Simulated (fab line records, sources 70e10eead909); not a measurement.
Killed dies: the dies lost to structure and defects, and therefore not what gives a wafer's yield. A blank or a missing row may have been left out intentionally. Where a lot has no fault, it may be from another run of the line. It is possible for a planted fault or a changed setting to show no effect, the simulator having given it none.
Matching of chambers || flow nand_harc || 4 sister chambers for NHARC_A_STAIRCASE_CMP_152 on cmp-04
The step polishes. 4 wafers are shown with their chamber, then 8 later ones without.

## EACH WAFER AND ITS CHAMBER
{"wafer": "L088.3", "chamber": 2, "motor_current_A (A)": 14.5}
{"wafer": "L088.5", "chamber": 3, "motor_current_A (A)": 10.2}
{"wafer": "L088.6", "chamber": 0, "motor_current_A (A)": 11.2}
{"wafer": "L090.2", "chamber": 1, "motor_current_A (A)": 12.6}

## WAFERS WITHOUT THEIR CHAMBER
{"wafer": "L090.4", "motor_current_A (A)": 11.9}
{"wafer": "L090.5", "motor_current_A (A)": 11.7}
{"wafer": "L095.4", "motor_current_A (A)": 11.6}
{"wafer": "L095.5", "motor_current_A (A)": 10.0}
{"wafer": "L095.6", "motor_current_A (A)": 11.9}
{"wafer": "L097.2", "motor_current_A (A)": 12.1}
{"wafer": "L097.3", "motor_current_A (A)": 14.2}
{"wafer": "L097.5", "motor_current_A (A)": 11.9}

## WHICH CHAMBER EACH ONE RAN IN
{"wafer": "L090.4", "from the rows above": "can't be placed: 1 or 0 or 3", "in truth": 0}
{"wafer": "L090.5", "from the rows above": "can't be placed: 0 or 1 or 3", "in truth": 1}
{"wafer": "L095.4", "from the rows above": "can't be placed: 0 or 1 or 3", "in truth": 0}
{"wafer": "L095.5", "from the rows above": "can't be placed: 3 or 0", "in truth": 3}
{"wafer": "L095.6", "from the rows above": "can't be placed: 1 or 0 or 3", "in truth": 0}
{"wafer": "L097.2", "from the rows above": "can't be placed: 1 or 0", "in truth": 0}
{"wafer": "L097.3", "from the rows above": 2, "in truth": 2}
{"wafer": "L097.5", "from the rows above": "can't be placed: 1 or 0 or 3", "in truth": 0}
Correct placement for 1 of the 8. Not placeable from these rows: 7 (in 7, the candidates include the true chamber). Number placed wrongly: 0.
How it was worked out, from the rows above alone: a wafer's distance from a chamber is the root of the sum, over the readings, of the square of ((its reading less the chamber's mean) divided by the reading's scatter). The wafer belongs to the nearest chamber; if the next one is less than 2 further off, it can't be placed. Each chamber's mean is taken over the wafers shown for it. The scatter: with one shown wafer a chamber, the root of the mean of the squares of how far each hidden wafer lies from its nearest shown one.
